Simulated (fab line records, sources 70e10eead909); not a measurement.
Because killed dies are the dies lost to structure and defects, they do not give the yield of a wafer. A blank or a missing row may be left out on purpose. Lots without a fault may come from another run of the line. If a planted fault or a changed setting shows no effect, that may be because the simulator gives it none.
Which tool is to blame? / flow nand_harc / Sampling: 12 lots, 35 wafers, 4 of 1159 route steps

## WHAT EACH GAUGE READ, for each wafer
NHARC_P_STI_INSPECT_25. Usual: raw_defect_count 196, standard deviation 63.
lot=L488; measured=day 3 12:13; on=defect_inspect-02; raw_defect_count=297 225 197; flag=
lot=L489; measured=day 3 22:22; on=defect_inspect-02; raw_defect_count=210 125 164; flag=
lot=L491; measured=day 4 09:22; on=defect_inspect-02; raw_defect_count=145 166 132; flag=
lot=L493; measured=day 5 00:29; on=defect_inspect-02; raw_defect_count=198 272 199; flag=
lot=L494; measured=day 5 07:16; on=defect_inspect-02; raw_defect_count=122 112 170; flag=
lot=L497; measured=day 5 20:26; on=defect_inspect-02; raw_defect_count=201 92 170; flag=
lot=L498; measured=day 6 07:42; on=defect_inspect-01; raw_defect_count=162 181 159; flag=
lot=L500; measured=day 6 22:09; on=defect_inspect-02; raw_defect_count=213 227 149; flag=
lot=L507; measured=day 8 09:49; on=defect_inspect-01; raw_defect_count=142 258; flag=
lot=L509; measured=day 9 02:04; on=defect_inspect-01; raw_defect_count=254 477 234; flag=
lot=L510; measured=day 9 06:41; on=defect_inspect-02; raw_defect_count=201 189 128; flag=
lot=L511; measured=day 9 06:41; on=defect_inspect-01; raw_defect_count=202 170 129; flag=

NHARC_P_GATE_CD_MEAS_26: the cd target is 120 nm. Usual: cd_nm 119.8 nm, standard deviation 0.68.
lot=L488; measured=day 4 11:19; on=cd_sem-03; cd_nm (nm)=119.7 121.1 120.3; flag=
lot=L489; measured=day 4 21:40; on=cd_sem-03; cd_nm (nm)=119.6 119.4 119.8; flag=
lot=L491; measured=day 5 08:41; on=cd_sem-01; cd_nm (nm)=120.8 121.0 120.0; flag=
lot=L493; measured=day 5 23:38; on=cd_sem-01; cd_nm (nm)=119.5 118.7 118.3; flag=
lot=L494; measured=day 6 08:07; on=cd_sem-01; cd_nm (nm)=119.9 120.5 120.0; flag=
lot=L497; measured=day 6 18:25; on=cd_sem-03; cd_nm (nm)=118.4 119.3 119.7; flag=
lot=L498; measured=day 7 06:33; on=cd_sem-03; cd_nm (nm)=118.8 119.3 119.4; flag=
lot=L500; measured=day 7 20:08; on=cd_sem-03; cd_nm (nm)=119.5 119.4 120.1; flag=
lot=L507; measured=day 9 09:24; on=cd_sem-02; cd_nm (nm)=114.2 119.8; flag=OFF
lot=L509; measured=day 10 00:46; on=cd_sem-03; cd_nm (nm)=119.1 121.5 120.0; flag=
lot=L510; measured=day 10 06:43; on=cd_sem-03; cd_nm (nm)=121.1 119.6 119.7; flag=
lot=L511; measured=day 10 07:17; on=cd_sem-03; cd_nm (nm)=119.6 121.2 120.2; flag=

## EACH LOT AND THE TOOL THAT RAN IT (in order: tool; ch and the chambers of the sampled wafers; start)
lot=L488; NHARC_P_STI_CMP_21=cmp-02 ch 1,2, day 3 03:31; NHARC_P_GATE_PEB_24=litho_track-06 ch 0, day 4 11:14
lot=L489; NHARC_P_STI_CMP_21=cmp-02 ch 0,1,3, day 3 13:56; NHARC_P_GATE_PEB_24=litho_track-04 ch 0, day 4 21:35
lot=L491; NHARC_P_STI_CMP_21=cmp-03 ch 1,2,3, day 4 01:02; NHARC_P_GATE_PEB_24=litho_track-06 ch 0, day 5 08:36
lot=L493; NHARC_P_STI_CMP_21=cmp-01 ch 0,1,3, day 4 14:25; NHARC_P_GATE_PEB_24=litho_track-01 ch 0, day 5 23:33
lot=L494; NHARC_P_STI_CMP_21=cmp-02 ch 0,1,2, day 4 21:52; NHARC_P_GATE_PEB_24=litho_track-06 ch 0, day 6 08:02
lot=L497; NHARC_P_STI_CMP_21=cmp-02 ch 2,3, day 5 11:57; NHARC_P_GATE_PEB_24=litho_track-01 ch 0, day 6 18:20
lot=L498; NHARC_P_STI_CMP_21=cmp-01 ch 0,1, day 5 20:39; NHARC_P_GATE_PEB_24=litho_track-01 ch 0, day 7 06:28
lot=L500; NHARC_P_STI_CMP_21=cmp-03 ch 0,1,2, day 6 13:11; NHARC_P_GATE_PEB_24=litho_track-04 ch 0, day 7 20:03
lot=L507; NHARC_P_STI_CMP_21=cmp-01 ch 1,3, day 8 01:24; NHARC_P_GATE_PEB_24=litho_track-01 ch 0, day 9 09:19
lot=L509; NHARC_P_STI_CMP_21=cmp-02 ch 0,1,3, day 8 14:20; NHARC_P_GATE_PEB_24=litho_track-06 ch 0, day 10 00:41
lot=L510; NHARC_P_STI_CMP_21=cmp-03 ch 1,2, day 8 22:19; NHARC_P_GATE_PEB_24=litho_track-06 ch 0, day 10 06:38
lot=L511; NHARC_P_STI_CMP_21=cmp-01 ch 0,2,3, day 8 22:22; NHARC_P_GATE_PEB_24=litho_track-06 ch 0, day 10 07:12
- NHARC_P_STI_CMP_21: polishes, t overpolish 20 s, target thk 380.67 nm.
- NHARC_P_GATE_PEB_24: peb time 65 s.

## WHAT THE TOOLS THEMSELVES READ (means of the sampled wafers that have a number; where no wafer has one, the mark that the record gives instead)
NHARC_P_STI_CMP_21. Usual: motor_current_A 12.6 A, standard deviation 1.1; overpolish_run_s 20.001 s, standard deviation 0.0098.
lot=L488; tool=cmp-02; motor_current_A (A)=12.4; overpolish_run_s (s)=19.999; flag=
lot=L489; tool=cmp-02; motor_current_A (A)=12.1; overpolish_run_s (s)=20.012; flag=
lot=L491; tool=cmp-03; motor_current_A (A)=11.3; overpolish_run_s (s)=19.997; flag=
lot=L493; tool=cmp-01; motor_current_A (A)=13.9; overpolish_run_s (s)=19.998; flag=
lot=L494; tool=cmp-02; motor_current_A (A)=12.3; overpolish_run_s (s)=19.995; flag=
lot=L497; tool=cmp-02; motor_current_A (A)=12.5; overpolish_run_s (s)=20.001; flag=
lot=L498; tool=cmp-01; motor_current_A (A)=13.3; overpolish_run_s (s)=19.997; flag=
lot=L500; tool=cmp-03; motor_current_A (A)=12.5; overpolish_run_s (s)=20.003; flag=
lot=L507; tool=cmp-01; motor_current_A (A)=14.7; overpolish_run_s (s)=20.002; flag=
lot=L509; tool=cmp-02; motor_current_A (A)=12.0; overpolish_run_s (s)=19.991; flag=
lot=L510; tool=cmp-03; motor_current_A (A)=11.4; overpolish_run_s (s)=19.982; flag=
lot=L511; tool=cmp-01; motor_current_A (A)=12.9; overpolish_run_s (s)=19.996; flag=

NHARC_P_GATE_PEB_24. Usual: heater_power_total_W 156.6 W, standard deviation 0.44; plate_temp_C 100.02 C, standard deviation 0.13.
lot=L488; tool=litho_track-06; heater_power_total_W (W)=156.6; plate_temp_C (C)=99.91; flag=
lot=L489; tool=litho_track-04; heater_power_total_W (W)=156.4; plate_temp_C (C)=100.15; flag=
lot=L491; tool=litho_track-06; heater_power_total_W (W)=156.7; plate_temp_C (C)=99.97; flag=
lot=L493; tool=litho_track-01; heater_power_total_W (W)=156.6; plate_temp_C (C)=100.03; flag=
lot=L494; tool=litho_track-06; heater_power_total_W (W)=156.7; plate_temp_C (C)=99.93; flag=
lot=L497; tool=litho_track-01; heater_power_total_W (W)=156.5; plate_temp_C (C)=100.04; flag=
lot=L498; tool=litho_track-01; heater_power_total_W (W)=156.9; plate_temp_C (C)=99.99; flag=
lot=L500; tool=litho_track-04; heater_power_total_W (W)=156.9; plate_temp_C (C)=99.96; flag=
lot=L507; tool=litho_track-01; heater_power_total_W (W)=156.6; plate_temp_C (C)=99.95; flag=
lot=L509; tool=litho_track-06; heater_power_total_W (W)=156.7; plate_temp_C (C)=100.02; flag=
lot=L510; tool=litho_track-06; heater_power_total_W (W)=156.9; plate_temp_C (C)=100.04; flag=
lot=L511; tool=litho_track-06; heater_power_total_W (W)=156.3; plate_temp_C (C)=99.91; flag=

## THE ANSWER, worked out from the rows above alone
Rule: lot off if the mean of its wafers having a number is beyond 3 standard deviations from the usual mean. A lot without any number at a reading at which 4 lots or more have one is off too. The other lots that the step has rows for count as sound. After the gauges, taken in route order, come the tools' own readings; for these a lot's mean is taken, as printed above. The first step at which some lot is off is used, and at that step the reading that is off furthest; a lot without a number counts as furthest.
Off: L507 (NHARC_P_GATE_CD_MEAS_26, cd_nm).
If a tool, at a process step before that reading, ran all the lots that are off and no sound lot after the first of them, it fits. The gauges at NHARC_P_GATE_CD_MEAS_26 are tried like those tools. Can't be told from this: 2 tools fit, litho_track-01 at NHARC_P_GATE_PEB_24, cd_sem-02 at NHARC_P_GATE_CD_MEAS_26.

## WHAT HAD BEEN PUT IN BY THE SIMULATOR
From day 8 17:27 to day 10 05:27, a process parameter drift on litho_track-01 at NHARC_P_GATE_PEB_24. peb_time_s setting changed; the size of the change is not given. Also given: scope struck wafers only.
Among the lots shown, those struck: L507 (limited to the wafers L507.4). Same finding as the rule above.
